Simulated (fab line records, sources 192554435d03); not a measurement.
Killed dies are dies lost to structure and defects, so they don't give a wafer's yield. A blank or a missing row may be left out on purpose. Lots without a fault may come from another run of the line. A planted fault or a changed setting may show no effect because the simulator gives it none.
A struck lot beside a sound one | flow n5_finfet | 15 steps out of a route of 1938
Sound: wafers L478.2, L478.5, L478.6. Struck: wafers L488.2, L488.3, L488.4. The cause comes at the end.
At each step with rows: each side's tool, then ch and its chambers, then its first start. Under that, the readings that differ: sound wafers | struck wafers | difference of the means | sigmas: that difference in standard deviations of wafers without a fault.
alike: readings whose means differ by less than 2 such deviations, and words and numbers that are the same on both sides. not compared: withheld readings, readings that some wafer has no value for, bounds like >300 that may hide the same value, and numbers for which the record gives no deviation and whose values overlap.
The two part at a step that has a row with sigmas, a row that says differs or no value, or rows on one side only. Numbers that don't overlap but have no deviation are shown without sigmas and don't part them. A reading that every wafer of one side lacks parts them only if that side has two wafers or more.

first, 7 steps without rows for these wafers: N5_MIM_BOT_LITHO_COAT_02; N5_MIM_BOT_LITHO_EBR_04; N5_MIM_BOT_LITHO_SOFTBAKE_03 (time 90 s); N5_MIM_BOT_LITHO_EXPOSE_05 (exposes mask MIM BOT); N5_MIM_BOT_LITHO_PEB_06; N5_MIM_BOT_LITHO_DEVELOP_07 (develop time 60 s); N5_MIM_BOT_LITHO_HARDBAKE_09 (time 120 s).
N5_MIM_BOT_LITHO_CD_MEAS_08: target cd 3000 nm.
  sound on cd_sem-02 ch 0, day 12 12:13; struck on cd_sem-03 ch 0, day 14 12:59
  alike: cd_nm
N5_MIM_BOT_LITHO_OVL_MEAS_11:
  sound on overlay-02 ch 0, day 12 12:14; struck on overlay-01 ch 0, day 14 13:01
  alike: MIM_BOT_OVL
N5_MIM_BOT_LITHO_INSPECT_12: inspects for defects (macro).
  sound on defect_inspect-01, day 12 12:16; struck on defect_inspect-02, day 14 13:02
  alike: raw_defect_count
N5_MIM_BOT_LITHO_DESCUM_10: chemistry O2, time 7.9 s.
  sound on rie_diel-01 ch 1,2,3, day 12 12:18; struck on rie_diel-01 ch 0,2,3, day 14 13:04
  alike: drypump_motor_current_A, oes_product_au, rf_vpp_V, showerhead_plenum_p_Torr, temp_c, throttle_valve_pct
  not compared: rf_hours_counter_h
N5_MIM_BOT_ETCH_ETCH_04: etches SiNx in CF4/O2, target depth 26 nm, time 13 s.
  sound on rie_diel-01 ch 1,2,3, day 12 12:22; struck on rie_diel-01 ch 0,2,3, day 14 13:08
  alike: O2_flow_sccm, drypump_motor_current_A, oes_product_au, rf_fwd_power_W, rf_vpp_V, showerhead_plenum_p_Torr, throttle_valve_pct
  not compared: rf_hours_counter_h
N5_MIM_BOT_ETCH_ETCH_03: etches the open film in Cl2/BCl3, target depth 12 nm.
  sound on rie_metal-02 ch 0,1, day 12 12:27; struck on rie_metal-02 ch 0,1, day 14 13:13
  reading                              | sound             | struck               | difference | sigmas
  rf_fwd_power_W (W)                   | 793.6 794.2 793.6 | 1275.6 1272.2 1272.9 | +479.8     | +99 or more
  model.etch.depth_nm (nm)             | 11.91 12.03 12.56 | 18.64 18.53 17.65    | +6.11      |
  model.MIM_BOT_ETCH.cd_offset_nm (nm) | -0.2 0.2 -0.6     | -3.4 -3 -2           | -2.6       |
  alike: drypump_motor_current_A, he_backside_leak_sccm, oes_product_au, throttle_valve_pct
  not compared: rf_hours_counter_h, model.coat_of_MIM_BOT_LITHO_COAT_02.thk_nm
N5_MIM_BOT_ETCH_ETCH_00: etches TiN in Cl2/BCl3, target depth 45.5 nm.
  sound on rie_metal-02 ch 0,1, day 12 12:32; struck on rie_metal-02 ch 0,1, day 14 13:19
  reading                              | sound         | struck       | difference | sigmas
  model.MIM_BOT_ETCH.cd_offset_nm (nm) | -0.2 0.2 -0.6 | -3.2 -3 -1.8 | -2.5       |
  alike: drypump_motor_current_A, he_backside_leak_sccm, oes_product_au, rf_fwd_power_W, throttle_valve_pct
  not compared: rf_hours_counter_h, model.coat_of_MIM_BOT_LITHO_COAT_02.thk_nm
N5_MIM_BOT_ETCH_STRIP_01: strips in O2.
  sound on rie_diel-02 ch 0,1, day 12 12:47; struck on rie_diel-02 ch 0,1,2, day 14 13:27
  alike: drypump_motor_current_A, oes_product_au, rf_vpp_V, showerhead_plenum_p_Torr, temp_c, throttle_valve_pct
  not compared: rf_hours_counter_h

WHERE THEY PART
Only at N5_MIM_BOT_ETCH_ETCH_03, within this record. Later steps at which nothing parts them and some readings are alike: N5_MIM_BOT_ETCH_ETCH_00, N5_MIM_BOT_ETCH_STRIP_01.

WHY: what the simulator had put in
Process parameter drift: rie_metal-02, from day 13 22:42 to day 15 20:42, at N5_MIM_BOT_ETCH_ETCH_03. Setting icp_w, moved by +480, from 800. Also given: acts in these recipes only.
